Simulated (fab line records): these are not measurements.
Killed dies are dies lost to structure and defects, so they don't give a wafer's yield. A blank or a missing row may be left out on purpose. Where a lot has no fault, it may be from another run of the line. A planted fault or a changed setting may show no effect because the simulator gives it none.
Matching of chambers ; flow n5-finfet ; N5_BEOL_M1_VIA_ETCH_34 on rie-diel-05: 4 sister chambers
The step etches the open film in C4F6/O2, target depth 67.8 nm, time 64.4 s. 7 wafers are shown with their chamber, then 8 later ones without.

## WAFERS, EACH WITH ITS CHAMBER
wafer;chamber;showerhead-plenum-p-Torr (Torr);rf-vpp-V (V)
L076.4;2;2.70;680
L083.5;1;3.02;682
L084.6;3;2.92;683
L087.1;3;2.92;683
L087.2;1;3.01;683
L087.5;0;2.78;658
L089.2;0;2.78;657

## WAFERS MISSING THEIR CHAMBER
wafer;showerhead-plenum-p-Torr (Torr);rf-vpp-V (V)
L089.3;2.92;682
L089.5;3.01;684
L093.1;3.01;681
L093.2;3.03;677
L093.6;3.01;682
L096.1;2.91;684
L096.2;3.01;684
L096.4;3.03;677

## WHICH CHAMBER EACH WENT THROUGH
wafer;from the rows above;in truth
L089.3;3;3
L089.5;1;1
L093.1;1;1
L093.2;1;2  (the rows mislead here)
L093.6;1;1
L096.1;3;3
L096.2;1;1
L096.4;1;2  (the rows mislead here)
Placed correctly: 6 of 8. Can't be placed from these rows: 0. Wrongly placed: 2.
How it was worked out, from the rows above alone: a wafer's distance from a chamber is the root of the sum, over the readings, of the square of ((its reading less the chamber's mean) divided by the reading's scatter). If the next closest chamber is less than 2 further off than the closest, the wafer can't be placed; otherwise it belongs to the closest. The mean given for a chamber averages the wafers shown for that chamber. How the scatter is found: for the shown wafers, subtract from each reading the mean of its chamber, square and add these, divide the total by (wafers less chambers), then take the root.
